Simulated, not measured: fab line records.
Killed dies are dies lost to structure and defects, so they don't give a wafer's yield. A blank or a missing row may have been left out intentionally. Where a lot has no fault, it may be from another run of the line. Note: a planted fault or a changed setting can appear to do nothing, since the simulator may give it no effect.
fab line records | flow n5Finfet
record: lots: 3 wafers: 9 lastDay: 17
route steps=1938 shown SD_EPI_P@328 SD_ACTIVATION@330 ILD0@335 SDB@347 PASSIVATION@1936
lots with no fault: from the same line, run without faults
startH: start of the lot's first displayed wafer, in hours after the record's first day | waitH: hours from the lot's prior step to this one | " the same as in the row above | L1.1+2: a single row standing in for several wafers | - no value, or no start was given | * or withheld: withheld | < > ~ a bound
route shown NAME@n: NAME is a module with steps in the file, n the number in the route of the first one | usual: mean/standard deviation taken from wafers without a fault | same: alike in all rows | chamber/n: place in a boat | sites: per-site readings | _std_site: the standard deviation of these | _edge_site: inner sites' mean taken away from outer sites' mean | radiusMm: how far each site lies from the wafer's centre | mask NAME#n: copy n | behind: tool/chamber where the wafer was last shaped | hold: why the lot went on hold/how many hours it stayed there/how the hold came to an end | device: transistor that didn't switch, given as n, p or np | end of line: tests of these same wafers at the route's end | a step without rows: its recipe alone | killed: count of dies lost to structure and defects at first sort (not the wafer's yield) | map: per-die view of a wafer (x killed, . not killed, _ where there is no die)
set.NAME: the setting that was run; set.NAME@STEP: the one run at that earlier step | model.NAME: the simulator's own value behind a step, which no gauge read
certain route steps with their lots: each step a table, each wafer a row
services: a tool's chamber out of use, with start hour (startH, from the record's first day; less than 0 if before it), hours out, and reason
== steps ==
step: N5_SD_EPI_P_SRD_25
recipe: timeS: 30 tempC: 23 rinseLiquid: diw dry: ipaMarangoni
step: N5_SD_ACTIVATION_RTA_00
recipe: tempC: 975 timeS: 0 ambient: N2 idleTempC: 600 rampUpCPerS: 150 rampDownCPerS: 60 coolToC: 600
step: N5_SD_ACTIVATION_LSA_01
recipe: tempC: 1080 timeS: 0.0008 ambient: N2
step: N5_ILD0_LINER_00
recipe: material: SiNx targetThkA: 40 tempC: 400 aldPrecursorFamily: SiH2I2 aldCoReactant: N2/H2-plasma pulseTimeS: 1 purgeTimeS: 2 coReactantPurgeTimeS: 2 aldCycles: 80 pressureTorr: 2
step: N5_ILD0_FCVD_FILL_01
recipe: material: SiO2_flowable targetThkA: 2000 tempC: 100 pressureTorr: 0.8 rfW: 2000 timeS: 328.3
step: N5_ILD0_CURE_02
recipe: tempC: 450 timeS: 1800 ambient: steam idleTempC: 400 rampUpCPerMin: 5 rampDownCPerMin: 3 densificationPH2oTorr: 640
step: N5_ILD0_CMP_03
recipe: stopOn: SiNx tOverpolishS: 1.9 postCmpClean: alkalineBrush downForcePsi: 4.1491 platenRpm: 51.796 padVelocityMS: 1.0306 targetThkNm: 197.38
step: N5_ILD0_CMP_07
recipe: stopOn: poly-Si material: SiO2_flowable tOverpolishS: 1.18 postCmpClean: alkalineBrush downForcePsi: 4.1491 platenRpm: 51.796 padVelocityMS: 1.0306 targetThkNm: 138.88
usual: motorCurrentA: 12.2/0.99 slurryFlowMlMin: 149.9/0.45
same: tOverpolishS: 1.18
columns lot.wafer tool chamber startH waitH motorCurrentA slurryFlowMlMin
L266.1 cmp-04 2 92.99 0.1 13.1 150.1
L266.3 " 0 " " 11.8 150.2
L266.6 " 2 " " 13.2 149.3
L270.3 cmp-04 0 115.54 0.0 11.7 149.4
L270.1 " 1 " " 14.0 149.4
L270.6 " 0 " " 12.0 149.0
L282.4 cmp-02 3 189.39 0.1 11.6 149.1
L282.5 " 2 " " 13.1 149.6
L282.6 " 3 " " 11.2 149.3
step: N5_ILD0_PRECLEAN_10
recipe: chemistry: NF3:NH3 afsCycles: 5 timeS: 20 tempC: 30 sublimationTempC: 180 sublimationTimeS: 60 pressureTorr: 3 rfPowerW: 30
step: N5_ILD0_ALD_15
recipe: material: SiNx targetThkA: 240 tempC: 400 aldPrecursorFamily: SiH2I2 aldCoReactant: N2/H2-plasma pulseTimeS: 1 aldCycles: 480 purgeTimeS: 2 coReactantPurgeTimeS: 2 pressureTorr: 2
step: N5_ILD0_CMP_12
recipe: stopOn: poly-Si material: SiNx tOverpolishS: 6 postCmpClean: alkalineBrush downForcePsi: 2.5 platenRpm: 51.8 padVelocityMS: 1.0307 targetThkNm: 17.67
step: N5_SDB_HM_DEP_00
recipe: material: SiNx targetThkA: 400 tempC: 400 precursor: SiH4/NH3/N2 pressureTorr: 1.5 rfW: 300 timeS: 35.3
step: N5_SDB_COAT_03
recipe: resist: SOC tempC: 250 timeS: 60 spinRpm: 1500 resistThkNm: 100
step: N5_SDB_COAT_04
recipe: resist: SiARC tempC: 220 timeS: 60 spinRpm: 1500 resistThkNm: 18
step: N5_SDB_COAT_05
recipe: resist: CAR-ArF spinRpm: 1500 resistThkNm: 90
step: N5_SDB_EBR_07
recipe: solvent: PGMEA ebrWidthMm: 1.5
step: N5_SDB_SOFTBAKE_06
recipe: tempC: 110 timeS: 60 resist: CAR-ArF
step: N5_SDB_EXPOSE_08
recipe: maskId: SDB na: 1.35 sourceShape: conventional sigmaOuter: 0.5 polarization: unpolarized doseMj: 49.6
step: N5_SDB_PEB_09
recipe: pebTempC: withheld pebTimeS: 60 resist: CAR-ArF
step: N5_SDB_DEVELOP_10
recipe: developTimeS: 30 developer: TMAH resist: CAR-ArF rinseLiquid: diw dry: airSpin devTempC: 23
step: N5_SDB_DESCUM_16
recipe: chemistry: O2 timeS: 7.9 sourcePowerW: 50 biasPowerW: 20 pressureMtorr: 20 rfFrequencyHz: 2.712e+07 tempC: 40 resist: CAR-ArF o2FlowSccm: 225
step: N5_SDB_ETCH_17
recipe: chemistry: CF4 target: SiARC targetDepthA: 234 maskMaterial: CAR-ArF timeS: 39 ionEnergyEv: 80 pressureMtorr: 40 sourceW: 545 biasW: 36 Ar_flow_sccm: 100 cf4FlowSccm: 100 ends: cleared
step: N5_SDB_ETCH_18
recipe: chemistry: N2/H2 target: SOC targetDepthA: 1000 overetchA: 200 maskMaterial: SiARC tempC: 40 timeS: 150 ionEnergyEv: 200 pressureMtorr: 30 sourceW: 840 biasW: 150 n2FlowSccm: 200 h2FlowSccm: 200
step: N5_SDB_STRIP_19
recipe: chemistry: N2/H2 tempC: 40 n2FlowSccm: 200 h2FlowSccm: 200 rfFrequencyHz: 6e+07
step: N5_SDB_STRIP_21
recipe: chemistry: CF4 resist: SiARC powerW: 300 biasPowerW: 75 pressureMtorr: 50 cf4FlowSccm: 150 rfFrequencyHz: 6e+07
step: N5_SDB_HM_OPEN_20
recipe: chemistry: CH3F/O2 target: SiNx maskMaterial: SOC targetDepthA: 240 stopOn: poly-Si overEtchFrac: 0.4 ionEnergyEv: 120 pressureMtorr: 30 sourceW: 395 biasW: 73 Ar_flow_sccm: 150 CH3F_flow_sccm: 30 O2_flow_sccm: 20
step: N5_SDB_STRIP_22
recipe: chemistry: N2/H2 powerW: 1000 tempC: 250 h2Frac: 0.65 overashFraction: 0.3 pressureMtorr: withheld n2FlowSccm: 1750 h2FlowSccm: 3250
step: N5_SDB_PRECLEAN_23
recipe: chemistry: dHF timeS: 30 tempC: 25 dilution: withheld
step: N5_SDB_DUMMY_REMOVE_24
recipe: chemistry: TMAH tempC: 70 target: poly-Si stopOn: SiO2 targetDepthNm: 142 concWtPct: 5 timeS: 57 dry: ipaMarangoni rinseTimeS: 30 rinseTempC: 23
step: N5_SDB_ETCH_25
recipe: chemistry: C4F6/O2 target: SiO2 targetDepthA: 100 timeS: 3.3 ionEnergyEv: 250 maskMaterial: SiNx pressureMtorr: 30 sourceW: 345 biasW: 185 Ar_flow_sccm: 300 C4F6_flow_sccm: 10 O2_flow_sccm: 10
step: N5_SDB_CUT_ETCH_26
recipe: chemistry: HBr/Cl2/O2 target: Si targetDepthA: 1296 btTimeS: 20 maskMaterial: SiNx timeS: 51.8 ionEnergyEv: * biasW: * pressureMtorr: 10 icpW: 800 HBr_flow_sccm: 150 Cl2_flow_sccm: 80 O2_flow_sccm: 12
step: N5_PASSIVATION_PROBE_49
usual: defectLimitedYield: 91.4/1.4 killed_at_M0_to_M3: 32/10 killed_at_M4_up: 13/5.6 killedAtContacts: 13/6.6 killedAtFrontEnd: 39/13 killedAtOther: 3.4/2.8 killedDies: 101/17 killedOnRim: 14/4.5 killedOpen: 66/13 killedShort: 33/7 sort_bin_5_function: 5.0/0.93 sort_bin_6_memory: 3.2/0.65 sortNPass: 1078/17 sortYieldPct: 91.4/1.4
same: grossDies: 1180 killedAtBackSide: 0 sort_bin_4_leakage[%]: 0 sort_bin_8_speed[%]: 0
columns lot.wafer tool chamber startH waitH defectLimitedYield[%] killed_at_M0_to_M3 killed_at_M4_up killedAtContacts killedAtFrontEnd killedAtOther killedDies killedOnRim killedOpen killedShort sort_bin_5_function[%] sort_bin_6_memory[%] sortNPass sortYieldPct[%]
L266.3 prober-01 - 305.90 0.1 91.4 26 26 17 28 4 101 10 70 29 5.3 3.1 1079 91.4
L270.1 prober-02 - 328.83 0.0 90.8 30 12 14 52 0 108 16 58 44 4.6 3.8 1072 90.8
L270.3 prober-02 - 328.93 0.1 60.3 27 11 12 419 0 469 65 43 27 24.2 12.8 711 60.3
L270.6 prober-02 - 329.08 0.3 60.8 23 2 7 430 0 462 55 39 18 23.6 13.2 718 60.8
killed by level:class
L266.3 BEOL_M4:geometricParticle:open=11 MOL_CONTACT_COAG:geometricParticle:open=10 FIN_SAQP:geometricParticle:short=9 BEOL_M2:geometricParticle:open=9 MOL_CONTACT_COAG:geometricParticle:short=7 BEOL_M5:geometricParticle:open=7 FIN_SAQP:geometricParticle:open=5 STI_FIN_REVEAL:geometricParticle:open=4
L270.1 STI_FIN_REVEAL:geometricParticle:open=13 BEOL_M0_SAQP:geometricParticle:short=13 MOL_CONTACT_COAG:geometricParticle:open=10 BEOL_M0_SAQP:geometricParticle:open=10 FIN_SAQP:geometricParticle:short=7 FIN_SAQP:geometricParticle:open=6 HKMG_FIN:areaEtch=6 DUMMY_GATE:geometricParticle:open=4
L270.3 ILD0:unspecified=399 MOL_CONTACT_COAG:geometricParticle:open=10 BEOL_M2:geometricParticle:open=8 FIN_SAQP:geometricParticle:short=4 GATE_CUT:geometricParticle:short=4 BEOL_M0_SAQP:geometricParticle:short=4 BEOL_M5:geometricParticle:open=4 BEOL_M0:geometricParticle:open=3
L270.6 ILD0:unspecified=405 BEOL_M3:geometricParticle:open=7 MOL_CONTACT_COAG:geometricParticle:open=7 FIN_SAQP:geometricParticle:short=5 BEOL_M0_SAQP:geometricParticle:short=5 DUMMY_GATE:geometricParticle:open=4 STI_FIN_REVEAL:geometricParticle:open=4 BEOL_M0_SAQP:geometricParticle:open=4
map L270.3 (x killed, . not)
_________________x.xx.x.....x________________
______________.xxxxxxx.x...xx..._____________
___________x..xxx..x..x..x.xx.x...x__________
__________x.x..x.....x..xxxx.x..xx.._________
________.x.x...x..xx..x.x.........x..x_______
_______.xx.xxx...x.xxxx..xx......x.x.xx______
______...xx..x.xx...x....x...x...x.x.xx._____
_____.x....x....x....x.x..x.xx......xx...____
____.x.x...xxxx..xx.x.....x...x..x..x...xx___
___...xxx.x.....xx.xx.xxx.xx.....x.xxx.x.x.__
___..x.xxxx...xx..x..x..x.x.x.x...........x__
__.......xx....xxxxxxxx.xx.x.xxxxx..x.xxx..x_
__x...x.xxx.x.x..x.......x...x...x.x.xx..x.._
_.....x.xx....x..xx...x.....x.x......x....xxx
_x....x..x.x.x.x..xx.xx.x.x.x.x.xxx...x.x..xx
_.x.....x...xx.xx..xx..x..x....xxxx.x.xx.x.xx
_......x.....x.xxxxxxx.xxxxx.xx....xxx..x..x.
_...x.x.x...x..x.x........x...x..x..xxxx..xx.
_.xx.x.x.x.xx.....xxx.x.x.......x..x.x.x..x..
_xx.x.xxx.xx..xx.......xx..x.......xxx..xx...
_.xx.....x..x.x.xxx.x..x.....xx.xxx........xx
__xx.xx..xx.xx...x.xxx.x.....xxx.......xxx.x_
__..x....xx.......x...xx..xxx.xx....x..x.xx._
___...x.x..xx.xxx.x..xx....x.x..x.x...x..x.__
___x..........x.xx....x..x....xx.x.......x.__
____xx.xx...x.x......x..x.x.x.x......x.x..___
_____x.x.x..x.xxx.xx.x...x.xx.....x...x..____
______..x.................x......xx..x.._____
_______..xx...xx....xx..xx...x.....xx..______
________.xx....x.xxx.xx.xx..x..x...x.x_______
__________.x....xx.xxxx..x.x.x..xx.._________
___________......x.....xxx..x.x.xxx__________
______________.xxx.xxx..x....xxx_____________
_________________x.xx.x..xxx.________________
map L266.3 (x killed, . not)
_________________x...........________________
______________..x....x.........._____________
___________......x.........x.......__________
__________.........x........x..x...x_________
________x.....x......................._______
_______..x......x......................______
______.....xx.....x...................x._____
_____..x............x.............xx.....____
____.......x.....x...............x...x....___
___..x............x..........x..x..........__
___...........xx.........x...............x.__
__x.................x.x.............x......._
__.................x.....x...x......x.x...x._
_..x..........xx....x.......x.x...........x..
_.....x..................................x...
_.................xx...........x.............
_....................x.............x.....xx..
_.........x.............x...x................
_......................................x.....
_............................x.x....x......x.
_......x...............x.......x..........x..
__...x..x.....x............................._
__.....x...................................x_
___.x........................x...x....x.x..__
___........................................__
____.....x......x.........................___
_____.......x......x.....................____
______....x.......x..................x.._____
_______.......................x.....x..______
________...............x...xx........._______
__________...x.....xx.....x........x_________
___________........................__________
______________.x......x........._____________
_________________.....x......________________
== services ==
columns tool chamber startH hours kind
cmp-04 - 74.86 1.9 repair
cmp-04 - 78.16 2.5 repair
cmp-02 - 110.68 3.0 pm
cmp-02 - 114.91 4.0 pm
cmp-02 - 118.91 - consumableReplace:conditioner
cmp-02 - 118.91 - consumableReplace:pad
cmp-02 - 129.56 1.4 repair
cmp-02 - 138.64 11.5 pm
cmp-04 - 155.42 1.0 repair
cmp-04 - 168.17 2.5 repair
== key ==
firstSign: step: N5_PASSIVATION_PROBE_49 reading: killedAtFrontEnd direction: up sigmas: 31 usual: 39 struck: 424
effect: step: N5_PASSIVATION_PROBE_49 reading: killedDies direction: up sigmas: 22 usual: 101 struck: 466
moreKillsBornAt: N5_ILD0_CMP_07@cmp-04: 804
metAt N5_ILD0_CMP_07
struckWafers L270.3,L270.6
onsetBetween 92.99 115.54
fault: kind: chamberParticleSource tool: cmp-04 chamber: 0 onsetH: 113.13 steps: N5_ILD0_CMP_07 ratePerVisitCm2: 0.80598 endH: 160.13
